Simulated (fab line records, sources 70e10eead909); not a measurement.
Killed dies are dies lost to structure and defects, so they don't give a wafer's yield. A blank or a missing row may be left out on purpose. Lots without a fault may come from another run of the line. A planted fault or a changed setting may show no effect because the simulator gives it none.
Chamber matching | flow nand_harc | NHARC_P_M1_ETCH_35 on rie_diel-05: 4 sister chambers
The step etches the open film in N2/H2, target depth 40 nm, overetch 12 nm, time 43.94 s. 8 wafers are shown with their chamber, then 11 later ones without.

WAFERS WITH THEIR CHAMBER
wafer  | chamber | showerhead_plenum_p_Torr (Torr) | rf_vpp_V (V)
L077.1 | 2       | 1.92                            | 427.1
L082.1 | 1       | 1.94                            | 427.7
L082.6 | 2       | 1.91                            | 427.8
L086.6 | 0       | 1.91                            | 426.8
L088.2 | 3       | 2.21                            | 434.8
L088.4 | 0       | 1.91                            | 426.4
L088.5 | 3       | 2.21                            | 433.8
L090.2 | 1       | 1.94                            | 427.0

WAFERS WITHOUT THEIR CHAMBER
wafer  | showerhead_plenum_p_Torr (Torr) | rf_vpp_V (V)
L090.3 | 2.20                            | 433.9
L090.4 | 1.91                            | 427.5
L093.1 | 1.94                            | 428.1
L093.4 | 1.91                            | 426.4
L093.6 | 1.94                            | 428.2
L094.1 | 2.20                            | 434.9
L094.2 | 1.94                            | 426.9
L094.4 | 1.91                            | 426.7
L095.1 | 1.91                            | 425.5
L095.3 | 1.91                            | 425.3
L095.5 | 1.94                            | 428.1

WHICH CHAMBER EACH WENT THROUGH
wafer  | from the rows above     | in truth
L090.3 | 3                       | 3
L090.4 | can't be placed: 2 or 0 | 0
L093.1 | 1                       | 1
L093.4 | 0                       | 0
L093.6 | 1                       | 1
L094.1 | 3                       | 3
L094.2 | 1                       | 1
L094.4 | can't be placed: 0 or 2 | 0
L095.1 | can't be placed: 0 or 2 | 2
L095.3 | can't be placed: 0 or 2 | 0
L095.5 | 1                       | 1
Placed correctly: 7 of 11. Can't be placed from these rows: 4 (the true chamber is among the candidates in 4). Placed wrongly: 0.
How it was worked out, from the rows above alone: a wafer's distance from a chamber is the root of the sum, over the readings, of the square of ((its reading less the chamber's mean) divided by the reading's scatter). The wafer belongs to the nearest chamber; if the next one is less than 2 further off, it can't be placed. A chamber's mean is the mean of its shown wafers. The scatter: the root of (the sum of the squares of (reading less its chamber's mean) over the shown wafers, divided by (wafers less chambers)).
